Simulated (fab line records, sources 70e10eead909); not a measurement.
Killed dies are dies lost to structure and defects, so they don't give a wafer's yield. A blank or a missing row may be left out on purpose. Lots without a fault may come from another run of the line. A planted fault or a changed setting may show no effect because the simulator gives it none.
Which tool did it? | flow nand_harc | 13 lots, 38 wafers sampled, at 4 steps of a route of 1302

WHAT THE GAUGES READ, wafer by wafer
The record holds no reading of a measuring or inspecting step that can be judged against a usual standard deviation.

WHICH TOOL RAN EACH LOT (tool, then ch and the chambers of the sampled wafers, then the start)
lot  | NHARC_A_SLIT_DEP_23             | NHARC_A_SLIT_ETCH_26             | NHARC_A_WL_FILL_ALD_00           | NHARC_A_WL_FILL_ALD_10
L624 | pecvd-01 ch 1,2, day 19 11:54   | har_etch-02 ch 0,1, day 19 17:37 | ald_hk-03 ch 0,1,2, day 20 03:05 | ald_hk-04 ch 0,2,3, day 20 11:36
L626 | pecvd-03 ch 1, day 20 06:13     | har_etch-01 ch 0,1, day 20 11:59 | ald_hk-03 ch 1,2, day 20 19:11   | ald_hk-03 ch 0,1, day 21 03:07
L627 | pecvd-03 ch 0,1,2, day 20 15:06 | har_etch-02 ch 0,1, day 20 20:52 | ald_hk-03 ch 0,2,3, day 21 05:14 | ald_hk-04 ch 1,2,3, day 21 13:44
L638 | pecvd-01 ch 1,2, day 24 21:31   | har_etch-02 ch 0, day 25 03:08   | ald_hk-03 ch 0,1, day 25 11:16   | ald_hk-03 ch 0,1,3, day 25 20:21
L636 | pecvd-02 ch 0,1, day 24 21:34   | har_etch-01 ch 0,1, day 25 03:22 | ald_hk-03 ch 0,1,3, day 25 11:26 | ald_hk-01 ch 0,1,2, day 25 20:19
L639 | pecvd-01 ch 1,2, day 24 22:38   | har_etch-02 ch 0,1, day 25 06:58 | ald_hk-03 ch 0,1,2, day 25 15:02 | ald_hk-04 ch 1,2,3, day 25 21:55
L641 | pecvd-02 ch 0,1, day 26 11:35   | har_etch-02 ch 0,1, day 26 17:17 | ald_hk-04 ch 0,1,2, day 27 01:26 | ald_hk-04 ch 0,1,3, day 27 08:11
L640 | pecvd-01 ch 0,1, day 26 13:14   | har_etch-01 ch 0,1, day 26 19:01 | ald_hk-03 ch 0,1,2, day 27 03:06 | ald_hk-03 ch 0,2,3, day 27 09:14
L642 | pecvd-03 ch 0,2, day 27 01:08   | har_etch-02 ch 0,1, day 27 07:06 | ald_hk-04 ch 1,3, day 27 15:15   | ald_hk-01 ch 0,1,3, day 27 22:26
L644 | pecvd-01 ch 0,1, day 27 12:46   | har_etch-01 ch 0,1, day 27 18:28 | ald_hk-04 ch 0,1,2, day 28 02:35 | ald_hk-03 ch 0,1,2, day 28 09:40
L643 | pecvd-02 ch 0,1,2, day 27 13:50 | har_etch-02 ch 0,1, day 27 19:46 | ald_hk-01 ch 1,2, day 28 02:38   | ald_hk-01 ch 0,2,3, day 28 09:40
L645 | pecvd-03 ch 1,2, day 28 09:02   | har_etch-01 ch 0,1, day 28 16:37 | ald_hk-04 ch 0,2,3, day 28 23:26 | ald_hk-03 ch 0,1,3, day 29 08:04
L647 | pecvd-01 ch 0,1,2, day 29 19:26 | har_etch-02 ch 0,1, day 30 06:01 | ald_hk-01 ch 0,1,3, day 30 14:10 | ald_hk-03 ch 0,2,3, day 30 21:14
- NHARC_A_SLIT_DEP_23: deposits SiON, target thk 100 nm.
- NHARC_A_SLIT_ETCH_26: etches the open film in C4F8/O2/Ar, time 90 s, target depth 400 nm.
- NHARC_A_WL_FILL_ALD_00: deposits Al2O3, target thk 3 nm, pulse time 3 s, ald cycles 30.
- NHARC_A_WL_FILL_ALD_10: deposits SiO2, target thk 50 nm, pulse time 10 s, ald cycles 500.

WHAT THE TOOLS THEMSELVES READ (means of the sampled wafers that have a number; where no wafer has one, the mark that the record gives instead)
NHARC_A_SLIT_DEP_23. Usual: heater_power_w 738 W, standard deviation 72.
lot  | tool     | heater_power_w (W) | flag
L624 | pecvd-01 | 700                |
L626 | pecvd-03 | 782                |
L627 | pecvd-03 | 733                |
L638 | pecvd-01 | 694                |
L636 | pecvd-02 | 781                |
L639 | pecvd-01 | 704                |
L641 | pecvd-02 | 722                |
L640 | pecvd-01 | 747                |
L642 | pecvd-03 | 707                |
L644 | pecvd-01 | 776                |
L643 | pecvd-02 | 788                |
L645 | pecvd-03 | 797                |
L647 | pecvd-01 | 670                |

NHARC_A_SLIT_ETCH_26. Usual: drypump_motor_current_A 5.83 A, standard deviation 0.15; showerhead_plenum_p_Torr 3.75 Torr, standard deviation 0.19; throttle_valve_pct 27.620 %, standard deviation 0.0097.
lot  | tool        | drypump_motor_current_A (A) | showerhead_plenum_p_Torr (Torr) | throttle_valve_pct (%) | flag
L624 | har_etch-02 | 5.84                        | 3.95                            | 27.615                 |
L626 | har_etch-01 | 5.88                        | 3.58                            | 27.627                 |
L627 | har_etch-02 | 5.83                        | 3.95                            | 27.623                 |
L638 | har_etch-02 | 5.92                        | 3.92                            | 27.624                 |
L636 | har_etch-01 | 5.90                        | 3.58                            | 27.624                 |
L639 | har_etch-02 | 5.74                        | 3.91                            | 27.617                 |
L641 | har_etch-02 | 5.84                        | 3.90                            | 27.627                 |
L640 | har_etch-01 | 5.81                        | 3.50                            | 27.614                 |
L642 | har_etch-02 | 5.74                        | 3.89                            | 27.626                 |
L644 | har_etch-01 | 5.80                        | 3.49                            | 27.620                 |
L643 | har_etch-02 | 5.75                        | 3.89                            | 27.619                 |
L645 | har_etch-01 | 5.84                        | 3.48                            | 27.620                 |
L647 | har_etch-02 | 5.75                        | 3.87                            | 27.625                 |

NHARC_A_WL_FILL_ALD_00. Usual: heater_power_w 457 W, standard deviation 45; precursor_pulse_height_rel 0.999, standard deviation 0.02.
lot  | tool      | heater_power_w (W) | precursor_pulse_height_rel | flag
L624 | ald_hk-03 | 425                | 1.005                      |
L626 | ald_hk-03 | 427                | 0.998                      |
L627 | ald_hk-03 | 469                | 0.984                      |
L638 | ald_hk-03 | 415                | 0.981                      |
L636 | ald_hk-03 | 454                | 1.014                      |
L639 | ald_hk-03 | 427                | 0.989                      |
L641 | ald_hk-04 | 488                | 1.000                      |
L640 | ald_hk-03 | 422                | 0.993                      |
L642 | ald_hk-04 | 493                | 1.000                      |
L644 | ald_hk-04 | 480                | 1.004                      |
L643 | ald_hk-01 | 514                | 1.014                      |
L645 | ald_hk-04 | 458                | 0.994                      |
L647 | ald_hk-01 | 441                | 1.000                      |

NHARC_A_WL_FILL_ALD_10. Usual: heater_power_w 458 W, standard deviation 44; precursor_pulse_height_rel 0.999, standard deviation 0.019.
lot  | tool      | heater_power_w (W) | precursor_pulse_height_rel | flag
L624 | ald_hk-04 | 450                | 0.983                      |
L626 | ald_hk-03 | 419                | 1.024                      |
L627 | ald_hk-04 | 463                | 1.013                      |
L638 | ald_hk-03 | 461                | 0.998                      |
L636 | ald_hk-01 | 478                | 0.994                      |
L639 | ald_hk-04 | 463                | 1.001                      |
L641 | ald_hk-04 | 483                | 0.994                      |
L640 | ald_hk-03 | 469                | 0.987                      |
L642 | ald_hk-01 | 448                | 0.999                      |
L644 | ald_hk-03 | 424                | 0.992                      |
L643 | ald_hk-01 | 428                | 1.017                      |
L645 | ald_hk-03 | 454                | 1.006                      |
L647 | ald_hk-03 | 464                | 1.001                      |

THE ANSWER, worked out from the rows above alone
Rule: a lot is off if the mean of its wafers that have a number lies more than 3 standard deviations from the usual mean. A lot without any number at a reading at which 4 lots or more have one is off too. The other lots that the step has rows for count as sound. The gauges are gone through in route order, then the tools' own readings, and for those a lot's mean is taken as printed above. The first step at which some lot is off is used, and at that step the reading that is off furthest; a lot without a number counts as furthest.
No lot is off at any reading shown: from this, nothing can be told.

WHAT THE SIMULATOR HAD PUT IN
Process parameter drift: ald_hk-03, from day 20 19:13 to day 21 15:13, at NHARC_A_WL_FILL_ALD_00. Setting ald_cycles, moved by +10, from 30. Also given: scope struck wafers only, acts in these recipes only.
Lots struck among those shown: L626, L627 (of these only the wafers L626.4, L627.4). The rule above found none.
